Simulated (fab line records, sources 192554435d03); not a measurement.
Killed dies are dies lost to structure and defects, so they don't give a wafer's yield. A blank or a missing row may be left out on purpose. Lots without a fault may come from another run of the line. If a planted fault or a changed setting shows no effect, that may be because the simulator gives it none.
Split-lot study -- flow n5 finfet -- 7 lots, 21 wafers read, on a route of 1938 steps

## THE SPLIT
At N5_BEOL_M7_EXPOSE_08 (exposes mask M7), the setting dose mj was moved away from the recipe's 68.25 on 4 of the 21 wafers read, by -5.4% to +3.6%. For the rest of the wafers, this setting stayed at what the recipe calls for.

## FROM THE SPLIT TO THE READING: what the file shows between them, 11 steps
- N5_BEOL_M7_ETCH_61: etches SiARC in CF4, target depth 45.5 nm, time 75.8 s (also split here: source w)
- N5_BEOL_M7_ETCH_62: etches SOC in N2/H2, target depth 110 nm, overetch 22 nm, time 165 s
- N5_BEOL_M7_STRIP_68: strips in N2/H2
- N5_BEOL_M7_STRIP_67: strips in CF4
- N5_BEOL_M7_HM_OPEN_17: chemistry Cl2/BCl3, target TiN, target depth 20 nm, overetch 6 nm
- N5_BEOL_M7_STRIP_19: strips in O2
- N5_BEOL_M7_CD_MEAS_18: pitch 80 nm, target cd 40 nm
- N5_BEOL_M7_COAT_63: time 60 s, resist thk 60 nm
- N5_BEOL_M7_COAT_64: time 60 s, resist thk 12 nm
- N5_BEOL_M7_PRECLEAN_42: cleans in residue remover, time 60 s
- N5_BEOL_M7_SRD_43: time 30 s

## THE READING
cd nm at N5_BEOL_M7_CD_MEAS_35, given in nm (cd target 40 nm). A value of 39.7 nm with a standard deviation of 0.55 nm is what fault-free wafers of this fab line usually give.

wafer,"tool, chamber at the split",dose mj as run,against the recipe,"cd nm, nm",against lot-mates on the recipe
L074.3,"arfi scanner-03, 0",68.25,recipe,39.7,-
L074.4,"arfi scanner-03, 0",68.25,recipe,39.3,-
L074.6,"arfi scanner-03, 0",68.25,recipe,39.1,-
L076.1,"arfi scanner-02, 0",68.25,recipe,39.3,-
L076.3,"arfi scanner-02, 0",68.25,recipe,38.6,-
L076.4,"arfi scanner-02, 0",68.25,recipe,37.5,-
L085.1,"arfi scanner-03, 0",70.73,+3.6%,42.0,+2.4
L085.2,"arfi scanner-03, 0",68.25,recipe,39.6,-
L085.6,"arfi scanner-03, 0",70.73,+3.6%,41.7,+2.1
L086.1,"arfi scanner-01, 0",68.25,recipe,39.8,-
L086.4,"arfi scanner-01, 0",68.25,recipe,39.9,-
L086.6,"arfi scanner-01, 0",66.33,-2.8%,38.7,-1.1
L089.1,"arfi scanner-02, 0",68.25,recipe,38.9,-
L089.4,"arfi scanner-02, 0",68.25,recipe,39.0,-
L089.6,"arfi scanner-02, 0",68.25,recipe,38.5,-
L090.1,"arfi scanner-02, 0",68.25,recipe,39.4,-
L090.3,"arfi scanner-02, 0",68.25,recipe,40.2,-
L090.6,"arfi scanner-02, 0",68.25,recipe,39.9,-
L093.4,"arfi scanner-03, 0",64.57,-5.4%,36.3,-3.2
L093.5,"arfi scanner-03, 0",68.25,recipe,39.7,-
L093.6,"arfi scanner-03, 0",68.25,recipe,39.3,-

FIT RESULTS
A straight line over all 21 wafers: cd nm changes by +0.575 nm for each +1% of dose mj; r = +0.85; the points scatter about the line by 0.66 nm.
The same after taking each lot's own level away (the mean of its wafers on the recipe; 21 wafers): +0.582 nm for each +1%; r = +0.94; scatter 0.38 nm.
On that fit, the largest move of dose mj shifts the reading by 3.1 nm.
Measured against the standard deviation above, the lots' own levels, which go from 38.47 to 39.85 nm, span 2.5 times it.
The two slopes are in agreement: the lot-to-lot level therefore moves the slope only a little.
Check: with one of the wafers moved furthest among these (-5.4%) left out of the fit, the line predicts -3.01 nm for it against its lot-mates. Against them it came out at -3.2 nm.

## FURTHER SPLITS ON THESE WAFERS
Before the reading, these wafers also passed through other splits. Each is held against what the fit with the lots' levels taken away leaves over:
other split on the same wafers,wafers away from the commonest value,r with cd nm (lot level and that fit taken away)
N5_BEOL_M2_ETCH_74 source w,5,-0.17
N5_BEOL_M3_ILD_DEP_00 time s,5,-0.10
N5_BEOL_M3_PECVD_72 time s,6,-0.05
N5_BEOL_M4_ILD_DEP_00 time s,8,-0.32
N5_BEOL_M5_COAT_05 spin rpm,8,+0.24
N5_BEOL_M7_ETCH_61 source w,4,-0.42

## THE WHOLE CHAIN: every reading that the file lists as answering this split, in the file's order
step,what it does,reading,change (the file's fit),r (the file's)
N5_BEOL_M7_ETCH_61,"etches SiARC in CF4, target depth 45.5 nm, time 75.8 s","BEOL_M7.cd offset nm (the simulator's own value, which no gauge read)",+0.546 nm for each +1% of the setting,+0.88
N5_BEOL_M7_ETCH_62,"etches SOC in N2/H2, target depth 110 nm, overetch 22 nm, time 165 s","BEOL_M7.cd offset nm (the simulator's own value, which no gauge read)",+0.591 nm for each +1% of the setting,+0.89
N5_BEOL_M7_CD_MEAS_18,"pitch 80 nm, target cd 40 nm",cd nm,+0.525 nm for each +1% of the setting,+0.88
N5_BEOL_M7_CD_MEAS_35,target cd 40 nm,cd nm,+0.567 nm for each +1% of the setting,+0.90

## FILE'S OWN FIT
cd nm changes by +0.567 nm for each +1% of dose mj, r = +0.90.
